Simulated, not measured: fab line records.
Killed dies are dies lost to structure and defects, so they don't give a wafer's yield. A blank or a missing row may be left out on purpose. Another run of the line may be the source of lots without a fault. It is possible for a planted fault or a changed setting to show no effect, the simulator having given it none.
Split-lot trial + flow n5_finfet + on a route of 1938 steps: 7 lots, 21 wafers read

## SPLIT DETAILS
At N5_BEOL_M4_COAT_05 (resist thk 30 nm), the setting spin_rpm was moved away from the recipe's 1500 rpm on 8 of the 21 wafers read, by +4.1% to +11.0%. The other wafers ran this setting at the recipe's value.

## FROM THE SPLIT TO THE READING: what the file shows between them, 2 steps
- N5_BEOL_M4_EBR_07
- N5_BEOL_M4_SOFTBAKE_06: time 60 s

## THE READING
CAR-EUV_of_BEOL_M4_COAT_05.thk_nm (the simulator's own value, which no gauge read), in nm, at N5_BEOL_M4_DESCUM_16 (chemistry O2, time 7 s). The file gives no usual value for it. The 13 wafers here that ran the recipe average 26.1 nm, standard deviation 0.097 nm.

| wafer  | tool, chamber at the split | spin_rpm as run, rpm | against the recipe | CAR-EUV_of_BEOL_M4_COAT_05.thk_nm, nm | against lot-mates on the recipe |
|--------|----------------------------|----------------------|--------------------|---------------------------------------|---------------------------------|
| L079.1 | litho_track-02, 0          | 1500                 | recipe             | 26.2                                  | -                               |
| L079.5 | litho_track-02, 0          | 1500                 | recipe             | 26.2                                  | -                               |
| L079.3 | litho_track-02, 0          | 1561                 | +4.1%              | 25.6                                  | -0.6                            |
| L078.1 | litho_track-03, 0          | 1500                 | recipe             | 26.2                                  | -                               |
| L078.6 | litho_track-03, 0          | 1500                 | recipe             | 26.2                                  | -                               |
| L078.5 | litho_track-03, 0          | 1567                 | +4.5%              | 25.4                                  | -0.8                            |
| L085.1 | litho_track-03, 0          | 1580                 | +5.3%              | 25.2                                  | -0.8                            |
| L085.5 | litho_track-03, 0          | 1500                 | recipe             | 26                                    | -                               |
| L085.6 | litho_track-03, 0          | 1500                 | recipe             | 26                                    | -                               |
| L087.1 | litho_track-04, 0          | 1500                 | recipe             | 26                                    | -                               |
| L087.5 | litho_track-04, 0          | 1598                 | +6.5%              | 25                                    | -1.1                            |
| L087.6 | litho_track-04, 0          | 1500                 | recipe             | 26.2                                  | -                               |
| L090.2 | litho_track-02, 0          | 1665                 | +11.0%             | 24.6                                  | -1.6                            |
| L090.4 | litho_track-02, 0          | 1665                 | +11.0%             | 24.6                                  | -1.6                            |
| L090.5 | litho_track-02, 0          | 1500                 | recipe             | 26.2                                  | -                               |
| L092.2 | litho_track-02, 0          | 1500                 | recipe             | 26.2                                  | -                               |
| L092.6 | litho_track-02, 0          | 1500                 | recipe             | 26.2                                  | -                               |
| L092.5 | litho_track-02, 0          | 1500                 | recipe             | 26                                    | -                               |
| L096.1 | litho_track-03, 0          | 1500                 | recipe             | 26                                    | -                               |
| L096.3 | litho_track-03, 0          | 1641                 | +9.4%              | 24.6                                  | -1.4                            |
| L096.4 | litho_track-03, 0          | 1641                 | +9.4%              | 25                                    | -1.0                            |

FIT RESULTS
A straight line over all 21 wafers: CAR-EUV_of_BEOL_M4_COAT_05.thk_nm changes by -0.143 nm for each +1% of spin_rpm; r = -0.98; the points scatter about the line by 0.12 nm.
The same after taking each lot's own level away (the mean of its wafers on the recipe; 21 wafers): -0.142 nm for each +1%; r = -0.98; scatter 0.11 nm.
That fit puts the effect of the largest move of spin_rpm on the reading at 1.6 nm.
The span of the lots' own levels, 26.00 to 26.20 nm, comes to 2.1 times the standard deviation stated above.
Consequently the slope shifts little with the lot-to-lot level, the two slopes agreeing.
Check: with one of the wafers moved furthest among these (+11.0%) left out of the fit, the line predicts -1.56 nm for it against its lot-mates. Against them it came out at -1.6 nm.

## THE WHOLE CHAIN: every reading that the file lists as answering this split, in the file's order
| step                 | what it does           | reading                                                                            | change (the file's fit)               | r (the file's) |
|----------------------|------------------------|------------------------------------------------------------------------------------|---------------------------------------|----------------|
| N5_BEOL_M4_COAT_05   | resist thk 30 nm       | CAR-EUV_of_BEOL_M4_COAT_05.thk_nm (the simulator's own value, which no gauge read) | -0.141 nm for each +1% of the setting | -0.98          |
| N5_BEOL_M4_DESCUM_16 | chemistry O2, time 7 s | CAR-EUV_of_BEOL_M4_COAT_05.thk_nm (the simulator's own value, which no gauge read) | -0.146 nm for each +1% of the setting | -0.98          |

## FILE'S OWN FIT
CAR-EUV_of_BEOL_M4_COAT_05.thk_nm changes by -0.146 nm for each +1% of spin_rpm, r = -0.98.
